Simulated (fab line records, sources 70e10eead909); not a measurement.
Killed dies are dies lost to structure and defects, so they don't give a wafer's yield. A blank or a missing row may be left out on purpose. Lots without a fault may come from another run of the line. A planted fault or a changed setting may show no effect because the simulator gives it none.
A struck lot beside a sound one | flow nand_harc | 15 steps out of a route of 1159
Sound: wafers L990.1, L990.2, L990.4. Struck: wafers L102.4, L102.5, L102.6. The cause comes at the end.
At each step with rows: each side's tool, then ch and its chambers, then its first start. Under that, the readings that differ: sound wafers | struck wafers | difference of the means | sigmas: that difference in standard deviations of wafers without a fault.
alike: readings whose means differ by less than 2 such deviations, and words and numbers that are the same on both sides. not compared: withheld readings, readings that some wafer has no value for, bounds like >300 that may hide the same value, and numbers for which the record gives no deviation and whose values overlap.
The two part at a step that has a row with sigmas, a row that says differs or no value, or rows on one side only. Numbers that don't overlap but have no deviation are shown without sigmas and don't part them. A reading that every wafer of one side lacks parts them only if that side has two wafers or more.

first, 9 steps without rows for these wafers: NHARC_THIN_TSV_PVD_24 (deposits Al, target thk 800 nm); NHARC_THIN_TSV_DEHYDRATE_25 (time 120 s); NHARC_THIN_TSV_HMDS_26 (time 30 s); NHARC_THIN_TSV_COAT_27; NHARC_THIN_TSV_SOFTBAKE_28 (time 95 s); NHARC_THIN_TSV_EBR_29; NHARC_THIN_TSV_EXPOSE_30 (exposes mask PAD); NHARC_THIN_TSV_PEB_31 (peb time 85 s); NHARC_THIN_TSV_DEVELOP_32 (time 70 s).
NHARC_THIN_TSV_CD_MEAS_33: target cd 5000 nm.
  sound on cd_sem-01 ch 0, day 19 10:23; struck on cd_sem-01 ch 0, day 22 20:49
  alike: cd_nm
then, 1 step without rows for these wafers: NHARC_THIN_TSV_HARDBAKE_34 (time 80 s).
NHARC_THIN_TSV_DESCUM_35: chemistry O2, time 3 s.
  sound on rie_diel-08 ch 0,1,3, day 19 10:32; struck on rie_diel-13 ch 0,1,2, day 22 20:59
  alike: drypump_motor_current_A, oes_product_au, rf_vpp_V, showerhead_plenum_p_Torr, throttle_valve_pct
  not compared: rf_hours_counter_h
NHARC_THIN_TSV_ETCH_59: etches the open film in Cl2/BCl3, target depth 880 nm, time 138.1 s.
  sound on rie_metal-02 ch 0,1, day 19 10:40; struck on rie_metal-02 ch 0,1, day 22 21:10
  reading            | sound             | struck            | difference | sigmas
  rf_fwd_power_W (W) | 892 889 887       | 896 898 894       | +7         | +2
  run_length_s (s)   | 159.3 159.3 159.3 | 172.7 173.3 172.6 | +13.6      | +28
  alike: drypump_motor_current_A, oes_product_au, throttle_valve_pct
  not compared: rf_hours_counter_h
NHARC_THIN_TSV_ETCH_36: etches the open film in Cl2/BCl3, target depth 65 nm, time 18.571 s.
  sound on rie_metal-02 ch 0,1, day 19 10:56; struck on rie_metal-02 ch 0,1, day 22 21:22
  alike: drypump_motor_current_A, oes_product_au, run_length_s
  not compared: rf_hours_counter_h
NHARC_END_SORT_01:
  the record has rows for the sound wafers here (prober-01 ch 0, day 19 21:46) and none for the struck ones

WHERE THEY PART
First at NHARC_THIN_TSV_ETCH_59; last, within this record, at NHARC_END_SORT_01.

WHY: what the simulator had put in
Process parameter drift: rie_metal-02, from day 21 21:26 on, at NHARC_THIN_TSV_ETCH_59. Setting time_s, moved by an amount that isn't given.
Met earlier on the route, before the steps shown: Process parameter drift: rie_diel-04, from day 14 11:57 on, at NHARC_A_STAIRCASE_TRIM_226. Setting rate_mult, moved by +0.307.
